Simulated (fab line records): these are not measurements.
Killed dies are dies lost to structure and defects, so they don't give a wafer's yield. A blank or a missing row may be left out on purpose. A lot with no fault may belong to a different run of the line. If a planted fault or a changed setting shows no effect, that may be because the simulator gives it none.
Which of the tools did it? | flow n5Finfet | 11 lots, 33 wafers sampled, at 2 steps of a route of 1938

## WHAT THE GAUGES SHOWED, per wafer
N5_FIN_SAQP_INSPECT_18: inspects for defects (brightfield).
lot  | measured    | on               | rawDefectCount
L075 | day 2 03:54 | defectInspect-01 | 356 458 484
L078 | day 3 00:44 | defectInspect-02 | 422 320 450
L080 | day 3 11:11 | defectInspect-02 | 430 304 396
L082 | day 3 22:02 | defectInspect-02 | 579 359 347
L084 | day 4 09:37 | defectInspect-02 | 577 466 515
L086 | day 4 22:16 | defectInspect-02 | 322 332 349
L088 | day 5 11:29 | defectInspect-02 | 520 336 412
L090 | day 5 22:14 | defectInspect-02 | 364 389 481
L092 | day 6 11:10 | defectInspect-02 | 253 420 315
L094 | day 6 22:21 | defectInspect-01 | 259 249 271
L096 | day 7 10:44 | defectInspect-01 | 456 297 412

## TOOL THAT RAN EACH LOT (tool first, then ch and the chambers of the sampled wafers, then the start)
lot  | N5_FIN_SAQP_ALD_61
L075 | aldSin-01 ch 0,3, day 2 02:44
L078 | aldSin-03 ch 0,2,3, day 2 23:25
L080 | aldSin-01 ch 0,1,3, day 3 09:58
L082 | aldSin-02 ch 0,1, day 3 20:40
L084 | aldSin-03 ch 1,3, day 4 08:22
L086 | aldSin-02 ch 1,2,3, day 4 21:04
L088 | aldSin-03 ch 0,1,3, day 5 09:22
L090 | aldSin-02 ch 0,2,3, day 5 20:55
L092 | aldSin-02 ch 0,1, day 6 09:35
L094 | aldSin-03 ch 0,2,3, day 6 21:05
L096 | aldSin-02 ch 1,2, day 7 09:30
- N5_FIN_SAQP_ALD_61: deposits SiO2, target thk 4 nm, pulse time 1 s, purge time 2 s.

## THE ANSWER, worked out from the rows above alone
Rule: the lots themselves supply what counts as usual. Put in order of their means at a reading, lots are off if they are a third of the lots or fewer, leave a main group of 4 or more, and stand apart from it by a gap of 3 or more times the standard deviation of the main group's means; of several such gaps the widest counts. The tables above print the reading to a certain number of digits; a main group whose means all agree to those digits is not used. A lot without any number at a reading at which 4 lots or more have one is off too. All remaining lots with rows at the step are treated as sound.
Nothing can be told from this: no lot is off at any reading shown.

## WHAT WAS PUT IN BY THE SIMULATOR
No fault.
